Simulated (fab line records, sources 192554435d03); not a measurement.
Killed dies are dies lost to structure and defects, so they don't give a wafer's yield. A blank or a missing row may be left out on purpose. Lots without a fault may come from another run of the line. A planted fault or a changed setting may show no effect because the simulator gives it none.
Chamber matching | flow n5_finfet | N5_BEOL_M15_ETCH_61 on rie_diel-01: 4 sister chambers
The step etches BARC in N2/H2, target depth 89 nm, overetch 26.7 nm, time 67.9 s. 16 wafers are shown with their chamber, then 8 later ones without.

WAFERS WITH THEIR CHAMBER
wafer  | chamber | throttle_valve_pct (%) | showerhead_plenum_p_Torr (Torr) | oes_product_au (a.u.)
L074.1 | 3       | 17.77                  | 2.42                            | 0.64
L074.3 | 0       | 17.40                  | 2.47                            | 0.76
L074.6 | 3       | 17.77                  | 2.43                            | 0.64
L079.3 | 1       | 17.65                  | 2.41                            | 0.62
L079.5 | 3       | 17.78                  | 2.42                            | 0.63
L079.6 | 0       | 17.40                  | 2.47                            | 0.76
L078.2 | 2       | 18.19                  | 2.54                            | 0.64
L078.3 | 3       | 17.81                  | 2.42                            | 0.63
L078.6 | 2       | 18.20                  | 2.54                            | 0.64
L081.3 | 3       | 17.78                  | 2.42                            | 0.63
L081.4 | 1       | 17.67                  | 2.40                            | 0.62
L081.5 | 2       | 18.22                  | 2.54                            | 0.63
L082.2 | 2       | 18.20                  | 2.54                            | 0.63
L082.4 | 3       | 17.78                  | 2.42                            | 0.63
L082.5 | 2       | 18.20                  | 2.54                            | 0.64
L090.2 | 3       | 17.82                  | 2.41                            | 0.62

SIGNATURES (means of the wafers above)
reading                  | chamber 0 | chamber 1 | chamber 2 | chamber 3 | scatter within a chamber
throttle_valve_pct       | 17.4000   | 17.6600   | 18.2020   | 17.7871   | 0.0159
showerhead_plenum_p_Torr | 2.4700    | 2.4050    | 2.5400    | 2.4200    | 0.00456
oes_product_au           | 0.7600    | 0.6200    | 0.6360    | 0.6314    | 0.00581
Rule: a wafer's distance from a chamber is the root of the sum, over the readings, of the square of ((its reading less the chamber's mean) divided by the reading's scatter). The wafer belongs to the nearest chamber; if the next one is less than 2 further off, it can't be placed. The scatter: the root of (the sum of the squares of (reading less its chamber's mean) over the shown wafers, divided by (wafers less chambers)).

WAFERS WITHOUT THEIR CHAMBER
wafer  | throttle_valve_pct (%) | showerhead_plenum_p_Torr (Torr) | oes_product_au (a.u.)
L090.4 | 18.24                  | 2.53                            | 0.62
L090.5 | 17.83                  | 2.41                            | 0.62
L091.1 | 17.82                  | 2.41                            | 0.62
L091.4 | 17.47                  | 2.46                            | 0.72
L091.6 | 17.45                  | 2.45                            | 0.71
L094.1 | 17.48                  | 2.45                            | 0.71
L094.2 | 17.84                  | 2.41                            | 0.61
L094.5 | 17.83                  | 2.41                            | 0.61

WHICH CHAMBER EACH WENT THROUGH
wafer  | from the rows above | in truth
L090.4 | 2                   | 2
L090.5 | 3                   | 3
L091.1 | 3                   | 3
L091.4 | 0                   | 0
L091.6 | 0                   | 0
L094.1 | 0                   | 0
L094.2 | 3                   | 3
L094.5 | 3                   | 3
Placed correctly: 8 of 8. Can't be placed from these rows: 0. Placed wrongly: 0.
